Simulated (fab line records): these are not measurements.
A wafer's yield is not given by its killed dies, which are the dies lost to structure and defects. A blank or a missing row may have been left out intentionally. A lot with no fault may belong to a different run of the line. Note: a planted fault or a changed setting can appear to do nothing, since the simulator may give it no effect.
fab line records	flow n5_finfet
record: lots: 6	wafers: 17	last_day: 18
route steps=1938 shown BEOL_M0_SAQP@661 BEOL_M4@1111
lots untouched by any fault: they come from a run of this same line in which no faults occurred
start_h: hours from the record's opening day to when the first of the lot's shown wafers began	wait_h: hours since the lot's step before	" identical to the entry in the row above	L1.1+2: several wafers, shown together as one row	- no value, or no start was given	* or withheld: withheld	< > ~ a bound
route shown NAME@n: NAME is a module with steps in the file, n the number in the route of the first one	usual: mean/standard deviation of fault-free wafers	same: alike in all rows	chamber/n: place in a boat	sites: the reading at each site	_std_site: the values' standard deviation	_edge_site: mean of outer sites minus mean of inner sites	radius_mm: for every site, how far away it sits from the centre of the wafer	mask NAME#n: copy n	behind: tool/chamber where the wafer was last shaped	hold: what put the lot on hold/how long, in hours/how the hold closed	device: transistor that didn't switch, given as n, p or np	end of line: the same wafers' tests at the end of the route	a step with no rows: only its recipe	killed: the dies lost at the first sort to structure and to defects; this is not the yield of the wafer	map: per-die view of a wafer (x killed, . not killed, _ where there is no die)
set.NAME: setting as actually run; set.NAME@STEP: the setting as run at that earlier step	model.NAME: the simulator's own value behind a step, which no gauge read
lots at selected steps of the route; one table per step, one row per wafer
services: from which hour (start_h, from the record's first day; less than 0 if before it) a tool's chamber was out of use, for how many hours, and why
== steps ==
step: N5_BEOL_M0_SAQP_SRD_93
recipe: dry: ipa_marangoni	time_s: 30	temp_c: 23	rinse_liquid: diw
step: N5_BEOL_M0_SAQP_RECESS_114
recipe: chemistry: HF/NH3	target: SiO2	target_depth_a: 144	afs_cycles: 3	temp_c: 30	sublimation_temp_c: 180	sublimation_time_s: 60
usual: drypump_motor_current_A: 5.8/0.53	temp_c: 30.01/0.1
same: sublimation_time_s: 60
lot.wafer	tool	chamber	start_h	wait_h	drypump_motor_current_A	temp_c
L875.2	vapor_etch-02	0	124.96	0.0	6.4	30.01
L875.5	"	0	"	"	6.3	30.01
L875.6	"	1	"	"	5.0	30.00
L880.3	vapor_etch-01	1	149.68	0.1	5.9	30.01
L880.4	"	0	"	"	6.2	29.87
L880.6	"	0	"	"	6.2	30.02
L889.1	vapor_etch-02	1	202.99	0.0	5.0	29.90
L889.2	"	0	"	"	6.4	29.88
L889.6	"	0	"	"	6.3	29.98
L891.1	vapor_etch-02	1	215.07	0.0	5.0	30.02
L891.4	"	1	"	"	5.0	30.09
L892.2	vapor_etch-02	1	227.18	0.0	5.0	30.12
L892.3	"	0	"	"	6.4	29.82
L892.5	"	1	"	"	5.0	30.12
L896.1	vapor_etch-02	1	252.89	0.0	5.0	30.04
L896.5	"	0	"	"	6.4	30.04
L896.6	"	1	"	"	5.0	29.98
step: N5_BEOL_M0_SAQP_SPACER1_ALD_98
recipe: material: SiO2	target_thk_a: 128	temp_c: 300	ald_precursor_family: BDEAS	ald_co_reactant: O2-plasma	pulse_time_s: 1	purge_time_s: 2	co_reactant_purge_time_s: 2	ald_cycles: 138	pressure_torr: 2
step: N5_BEOL_M0_SAQP_SPACER1_ETCHBACK_99
recipe: chemistry: CHF3/O2	mode: anisotropic_etchback	target: SiO2	target_depth_a: 154	time_s: 7.7	pressure_mtorr: 30	source_w: 650	bias_w: 170	Ar_flow_sccm: 200	CHF3_flow_sccm: 50	O2_flow_sccm: 5	ion_energy_ev: 200
usual: CHF3_flow_sccm: 50.02/0.16	drypump_motor_current_A: 5.9/0.57	oes_product_au: 0.79/0.1	rf_vpp_V: 524/6.2	showerhead_plenum_p_Torr: 2.43/0.091	throttle_valve_pct: 18.88/0.21
lot.wafer	tool	chamber	start_h	wait_h	CHF3_flow_sccm	drypump_motor_current_A	oes_product_au	rf_hours_counter_h	rf_vpp_V	showerhead_plenum_p_Torr	throttle_valve_pct
L875.2	rie_diel-01	2	125.82	0.3	50.01	6.6	0.69	231	523	2.38	19.23
L875.5	"	1	"	"	49.98	4.7	0.68	-	527	2.48	19.25
L875.6	"	2	"	"	50.09	6.6	0.69	-	522	2.38	19.25
L880.3	rie_diel-04	2	150.43	0.3	49.88	6.1	0.71	214	522	2.38	19.03
L880.4	"	3	"	"	49.95	6.8	0.69	-	517	2.29	18.73
L880.6	"	0	"	"	50.26	5.3	0.78	-	520	2.51	19.08
L889.1	rie_diel-03	3	203.87	0.3	49.62	6.4	0.91	19	533	2.56	18.58
L889.2	"	2	"	"	50.02	5.5	0.73	193	523	2.40	19.05
L889.6	"	0	"	"	50.04	5.1	0.74	-	517	2.31	18.76
L891.1	rie_diel-01	3	215.93	0.3	50.00	6.2	0.77	123	532	2.32	18.73
L891.4	"	3	"	"	50.20	6.2	0.77	-	532	2.32	18.74
L892.2	rie_diel-03	1	228.47	0.3	49.84	6.1	0.73	158	532	2.50	18.98
L892.3	"	3	"	"	50.32	6.5	0.88	28	532	2.56	18.57
L892.5	"	1	"	"	49.99	6.1	0.72	-	533	2.50	19.00
L896.1	rie_diel-04	1	253.75	0.3	49.66	5.4	0.91	30	527	2.47	18.87
L896.5	"	0	"	"	50.19	5.4	0.75	-	517	2.50	19.12
L896.6	"	1	"	"	49.86	5.4	0.91	-	527	2.47	18.87
step: N5_BEOL_M0_SAQP_MANDREL1_REMOVE_100
recipe: chemistry: HBr/Cl2/O2	bt_time_s: 10	target: a-Si	stop_on: SiNx	endpoint: OES-SiCl	over_etch_frac: 0.85	icp_w: 600	bias_w: 30	HBr_flow_sccm: 150	Cl2_flow_sccm: 80	O2_flow_sccm: 5	pressure_mtorr: 10
step: N5_BEOL_M0_SAQP_CD_MEAS_25
recipe: target_cd_nm: 13.1	landing_energy_ev: 1000	detector: se_inlens
usual: cd_nm: 12.80/0.2
lot.wafer	tool	chamber	start_h	wait_h	cd_nm
L875.2	cd_sem-02	0	126.01	0.1	12.80
L875.5	"	0	"	"	12.47
L875.6	"	0	"	"	12.60
L880.3	cd_sem-02	0	150.62	0.1	12.75
L880.4	"	0	"	"	12.73
L880.6	"	0	"	"	12.29
L889.1	cd_sem-03	0	204.10	0.1	12.62
L889.2	"	0	"	"	13.21
L889.6	"	0	"	"	12.77
L891.1	cd_sem-01	0	216.12	0.1	12.92
L891.4	"	0	"	"	12.76
L892.2	cd_sem-01	0	228.66	0.1	12.91
L892.3	"	0	"	"	13.05
L892.5	"	0	"	"	12.87
L896.1	cd_sem-01	0	253.95	0.1	12.95
L896.5	"	0	"	"	12.87
L896.6	"	0	"	"	12.83
step: N5_BEOL_M0_SAQP_ETCH_101
recipe: chemistry: CH3F/O2	target: SiNx	mask_material: SiO2	target_depth_a: 299	time_s: 42.7	pressure_mtorr: 30	source_w: 395	bias_w: 73	Ar_flow_sccm: 150	CH3F_flow_sccm: 30	O2_flow_sccm: 20	ion_energy_ev: 120
step: N5_BEOL_M0_SAQP_ETCH_102
recipe: chemistry: CF4	target: SiO2	target_depth_a: 40	ion_energy_ev: 350	time_s: 4.4	pressure_mtorr: 10	icp_w: 800	bias_w: 400	cf4_flow_sccm: 80
usual: drypump_motor_current_A: 5.8/0.5	oes_product_au: 1.001/0.017	throttle_valve_pct: 21.84/0.15
lot.wafer	tool	chamber	start_h	wait_h	drypump_motor_current_A	oes_product_au	rf_hours_counter_h	throttle_valve_pct
L875.2	rie_si-06	1	126.16	0.1	5.6	1.003	135	21.71
L875.5	"	2	"	"	5.8	0.995	-	21.74
L875.6	"	3	"	"	5.6	1.002	-	21.74
L880.3	rie_si-05	3	150.77	0.1	5.2	1.005	72	21.80
L880.4	"	0	"	"	6.2	1.014	127	21.94
L880.6	"	3	"	"	5.2	1.000	-	21.79
L889.1	rie_si-02	0	204.25	0.1	5.0	1.025	25	21.62
L889.2	"	2	"	"	6.7	1.010	2	22.14
L889.6	"	2	"	"	6.7	1.009	-	22.13
L891.1	rie_si-02	3	216.27	0.1	6.5	0.956	29	21.71
L891.4	"	1	"	"	5.6	0.995	70	21.91
L892.2	rie_si-06	1	228.81	0.1	5.6	1.011	137	21.71
L892.3	"	3	"	"	5.7	1.003	129	21.74
L892.5	"	1	"	"	5.6	1.004	-	21.71
L896.1	rie_si-05	0	254.09	0.1	6.1	1.025	129	21.92
L896.5	"	3	"	"	5.2	0.994	-	21.80
L896.6	"	2	"	"	6.0	1.002	-	21.92
step: N5_BEOL_M0_SAQP_MANDREL_ETCH_103
recipe: chemistry: HBr/Cl2	target: a-Si	target_depth_a: 450	bt_time_s: 10	stop_on: SiCN	mask_material: SiO2	over_etch_frac: 0.8	time_s: 27	pressure_mtorr: 10	icp_w: 800	bias_w: 75	HBr_flow_sccm: 150	Cl2_flow_sccm: 80	ends: end_point
usual: drypump_motor_current_A: 5.8/0.51	oes_product_au: 0.681/0.011	throttle_valve_pct: 35.54/0.16
lot.wafer	tool	chamber	start_h	wait_h	drypump_motor_current_A	oes_product_au	rf_hours_counter_h	throttle_valve_pct
L875.2	rie_si-06	1	126.19	0.0	5.6	0.667	135	35.52
L875.5	"	2	"	"	5.8	0.686	-	35.44
L875.6	"	3	"	"	5.7	0.691	-	35.41
L880.3	rie_si-05	3	150.80	0.0	5.2	0.682	72	35.63
L880.4	"	0	"	"	6.2	0.697	127	35.56
L880.6	"	3	"	"	5.2	0.676	-	35.62
L889.1	rie_si-02	0	204.28	0.0	4.9	0.691	25	35.21
L889.2	"	2	"	"	6.7	0.698	2	35.86
L889.6	"	2	"	"	6.7	0.697	-	35.82
L891.1	rie_si-02	3	216.30	0.0	6.6	0.658	29	35.59
L891.4	"	1	"	"	5.7	0.679	70	35.65
L892.2	rie_si-06	1	228.85	0.0	5.6	0.677	137	35.51
L892.3	"	3	"	"	5.7	0.682	129	35.44
L892.5	"	1	"	"	5.6	0.680	-	35.50
L896.1	rie_si-05	0	254.12	0.0	6.2	0.704	129	35.57
L896.5	"	3	"	"	5.2	0.693	-	35.58
L896.6	"	2	"	"	6.0	0.689	-	35.59
step: N5_BEOL_M0_SAQP_RECESS_104
recipe: chemistry: HF/NH3	target: SiO2	target_depth_a: 180	afs_cycles: 3	temp_c: 30	sublimation_temp_c: 180	sublimation_time_s: 60
step: N5_BEOL_M0_SAQP_COAT_105
recipe: resist: SOC	temp_c: 250	time_s: 60	spin_rpm: 1500	resist_thk_nm: 100
step: N5_BEOL_M0_SAQP_ETCH_106
recipe: chemistry: N2/H2	target: SOC	target_depth_a: 1500	stop_on: SiNx	ion_energy_ev: 100	bias_w: 61	pressure_mtorr: 30	source_w: 850	n2_flow_sccm: 200	h2_flow_sccm: 200
usual: drypump_motor_current_A: 5.9/0.58	oes_product_au: 0.78/0.1	rf_vpp_V: 240.9/1.5	showerhead_plenum_p_Torr: 2.56/0.11	throttle_valve_pct: 17.76/0.24
lot.wafer	tool	chamber	start_h	wait_h	drypump_motor_current_A	oes_product_au	rf_hours_counter_h	rf_vpp_V	showerhead_plenum_p_Torr	throttle_valve_pct
L875.2	rie_diel-01	1	126.81	-	4.7	0.68	244	241.1	2.61	18.16
L875.5	"	3	"	"	6.2	0.79	-	239.1	2.46	17.60
L875.6	"	0	"	"	5.9	0.99	-	242.8	2.71	17.43
L880.3	rie_diel-04	3	151.33	-	6.8	0.69	202	239.9	2.41	17.57
L880.4	"	2	"	"	6.1	0.71	-	240.8	2.51	17.98
L880.6	"	3	"	"	6.8	0.68	-	237.7	2.42	17.57
L889.1	rie_diel-01	0	204.81	-	5.9	0.90	33	243.0	2.70	17.50
L889.2	"	3	"	"	6.2	0.76	119	239.6	2.45	17.64
L889.6	"	3	"	"	6.2	0.76	-	239.4	2.45	17.66
L891.1	rie_diel-01	3	216.83	-	6.2	0.75	124	239.8	2.45	17.65
L891.4	"	0	"	"	5.9	0.89	-	242.2	2.70	17.50
L892.2	rie_diel-03	1	229.41	-	6.1	0.72	158	242.6	2.65	17.90
L892.3	"	0	"	"	5.2	0.71	182	238.1	2.42	17.69
L892.5	"	1	"	"	6.1	0.72	-	241.8	2.65	17.87
L896.1	rie_diel-03	3	254.66	-	6.4	0.86	36	243.2	2.69	17.46
L896.5	"	1	"	"	6.1	0.71	-	242.5	2.65	17.90
L896.6	"	0	"	"	5.2	0.71	-	239.6	2.42	17.68
step: N5_BEOL_M0_SAQP_ETCH_107
recipe: chemistry: CH3F/O2	target: SiNx	target_depth_a: 300	mask_material: SOC	pressure_mtorr: 30	source_w: 395	bias_w: 73	Ar_flow_sccm: 150	CH3F_flow_sccm: 30	O2_flow_sccm: 20	ion_energy_ev: 120
usual: CH3F_flow_sccm: 30.00/0.084	drypump_motor_current_A: 5.9/0.58	oes_product_au: 0.79/0.11	rf_vpp_V: 297/3.5	showerhead_plenum_p_Torr: 2.02/0.082	throttle_valve_pct: 16.33/0.23
lot.wafer	tool	chamber	start_h	wait_h	CH3F_flow_sccm	drypump_motor_current_A	oes_product_au	rf_hours_counter_h	rf_vpp_V	showerhead_plenum_p_Torr	throttle_valve_pct	model.BEOL_M0_SAQP.feature_depth_nm	model.SOC_of_BEOL_M0_SAQP_COAT_105.thk_nm
L875.2	rie_diel-01	1	126.87	0.0	29.99	4.7	0.68	244	298	2.06	16.72	29.4	14.4
L875.5	"	3	"	"	29.93	6.2	0.80	-	301	1.94	16.13	30.6	11.6
L875.6	"	0	"	"	30.26	5.9	1.01	-	293	2.13	16.00	30.4	10.4
L880.3	rie_diel-04	3	151.39	0.0	30.11	6.7	0.70	202	293	1.90	16.23	30.2	11.8
L880.4	"	2	"	"	29.89	6.1	0.72	-	296	1.98	16.52	30.4	12.4
L880.6	"	3	"	"	29.97	6.8	0.69	-	294	1.90	16.26	30	13
L889.1	rie_diel-01	0	204.87	0.0	30.01	5.9	1.18	33	292	2.12	16.10	44.6	5.8
L889.2	"	3	"	"	29.96	6.2	0.77	119	303	1.93	16.18	30.4	13
L889.6	"	3	"	"	30.15	6.2	0.77	-	302	1.93	16.19	30.4	12.2
L891.1	rie_diel-01	3	216.89	0.0	29.94	6.2	0.99	124	303	1.92	16.24	44.4	7.4
L891.4	"	0	"	"	30.07	5.9	1.18	-	293	2.12	16.11	44.6	5.8
L892.2	rie_diel-03	1	229.47	0.0	29.88	6.1	0.73	158	301	2.08	16.47	30	12.6
L892.3	"	0	"	"	29.86	5.1	0.73	182	294	1.91	16.25	30	12.8
L892.5	"	1	"	"	29.99	6.1	0.71	-	301	2.08	16.46	29.8	12.6
L896.1	rie_diel-03	3	254.72	0.0	29.81	6.5	0.87	36	303	2.13	16.04	30.4	12.2
L896.5	"	1	"	"	29.92	6.1	0.71	-	302	2.08	16.48	29.8	13.6
L896.6	"	0	"	"	30.01	5.2	0.72	-	295	1.91	16.28	29.8	12.6
step: N5_BEOL_M0_SAQP_STRIP_108
recipe: chemistry: N2/H2	power_w: 500	temp_c: 40	pressure_mtorr: 50	rf_frequency_hz: 6e+07	overash_fraction: 0.3	bias_power_w: 28	h2_frac: 0.5	n2_flow_sccm: 300	h2_flow_sccm: 300
step: N5_BEOL_M4_RC_MEAS_101
usual: DIBL_N: 35.9/1.4	DIBL_P: 35.9/1.7	IOFF_N: 0.155/0.023	IOFF_P: 0.201/0.029	ION_N: 672/8.8	ION_P: 460/7	SS_N: 71.6/0.48	SS_P: 73.1/0.64	VT_N: 250.0/3	VT_P: -251.6/3
lot.wafer	tool	chamber	start_h	wait_h	DIBL_N[mV/V]	DIBL_P[mV/V]	IOFF_N[nA/um]	IOFF_P[nA/um]	ION_N[uA/um]	ION_P[uA/um]	SS_N[mV/dec]	SS_P[mV/dec]	VT_N[mV]	VT_P[mV]
L875.2	prober-02	0	183.09	0.2	34.8	33.7	0.131	0.188	665	462	71.6	71.9	254.0	-249.1
L875.5	"	0	"	"	35.7	34.9	0.139	0.206	666	462	71.8	73.1	251.4	-247.9
L875.6	"	0	"	"	36.3	36.9	0.167	0.238	673	464	71.9	73.9	247.6	-244.8
L880.3	prober-02	0	217.06	0.3	34.9	34.5	0.138	0.151	662	449	71.9	72.6	251.5	-256.6
L880.4	"	0	"	"	34.7	34.5	0.136	0.155	658	443	71.7	72.0	255.2	-257.3
L880.6	"	0	"	"	36.6	36.0	0.159	0.171	664	444	72.0	73.5	250.5	-255.5
L889.1	prober-01	0	269.18	0.0	39.0	37.0	0.170	0.219	675	459	72.4	73.6	247.8	-255.0
L889.2	"	0	"	"	37.8	35.2	0.148	0.186	671	450	70.7	73.0	252.3	-253.5
L889.6	"	0	"	"	39.6	38.5	0.191	0.237	684	463	72.0	74.2	247.0	-248.9
L891.1	prober-02	0	279.19	0.0	35.4	36.6	0.148	0.165	675	452	71.8	73.7	249.8	-256.4
L891.4	"	0	"	"	36.1	37.0	0.154	0.164	658	448	71.5	73.5	250.7	-257.2
L892.2	prober-01	0	287.10	0.2	34.0	34.7	0.131	0.174	676	460	71.5	72.6	251.9	-253.8
L892.3	"	0	"	"	35.0	36.3	0.146	0.193	669	458	71.9	73.5	250.7	-253.0
L892.5	"	0	"	"	34.5	34.6	0.133	0.170	661	452	71.6	72.5	252.8	-253.6
L896.1	prober-02	0	311.49	0.0	34.9	34.0	0.134	0.199	669	469	71.5	72.6	254.6	-251.2
L896.5	"	0	"	"	35.8	34.6	0.145	0.206	670	463	72.1	73.7	249.8	-252.6
L896.6	"	0	"	"	35.1	34.6	0.141	0.203	667	459	71.2	72.7	251.0	-249.2
== services ==
tool	chamber	start_h	hours	kind
rie_diel-03	-	123.29	14.6	pm
rie_diel-04	2	124.85	24.6	repair
rie_diel-01	1	144.70	-	clean
rie_diel-01	1	144.70	-	consumable_replace:focus_ring
rie_diel-01	1	144.70	16.8	scheduled_down
rie_diel-01	1	144.70	16.8	vent_cycle
vapor_etch-01	0	160.31	6.5	repair
rie_diel-04	0	161.53	6.6	repair
rie_si-02	-	169.57	1.8	repair
rie_diel-03	1	175.27	12.3	repair
rie_diel-01	2	178.99	-	clean
rie_diel-01	2	178.99	-	consumable_replace:focus_ring
rie_si-05	2	191.44	16.2	repair
rie_diel-04	3	193.45	8.9	repair
rie_si-05	3	197.33	45.2	repair
rie_diel-04	-	211.67	2.8	pm
rie_si-02	2	213.71	1.2	repair
rie_diel-01	-	217.33	9.7	repair
rie_diel-04	-	217.33	2.1	repair
rie_si-02	2	218.73	7.4	repair
rie_diel-01	-	229.97	2.8	pm
rie_diel-04	1	239.23	6.4	repair
rie_si-06	2	242.65	14.3	repair
rie_si-06	0	248.90	7.0	repair
== key ==
first_sign: step: N5_BEOL_M0_SAQP_ETCH_107	reading: oes_product_au	direction: up	sigmas: 3	usual: 0.79	struck: 1.12
effect none on later readings
model_effect: step: N5_BEOL_M0_SAQP_ETCH_107	value: BEOL_M0_SAQP.feature_depth_nm	without: 30.33	struck: 44.53
met_at N5_BEOL_M0_SAQP_ETCH_107
struck_wafers L889.1,L891.1,L891.4
onset_between 126.87 204.87
fault: kind: process_parameter_drift	tool: rie_diel-01	chamber: -	onset_h: 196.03	steps: N5_BEOL_M0_SAQP_ETCH_107	channel: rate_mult	offset: 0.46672	shape: step	end_h: 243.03	scope: struck_wafers_only
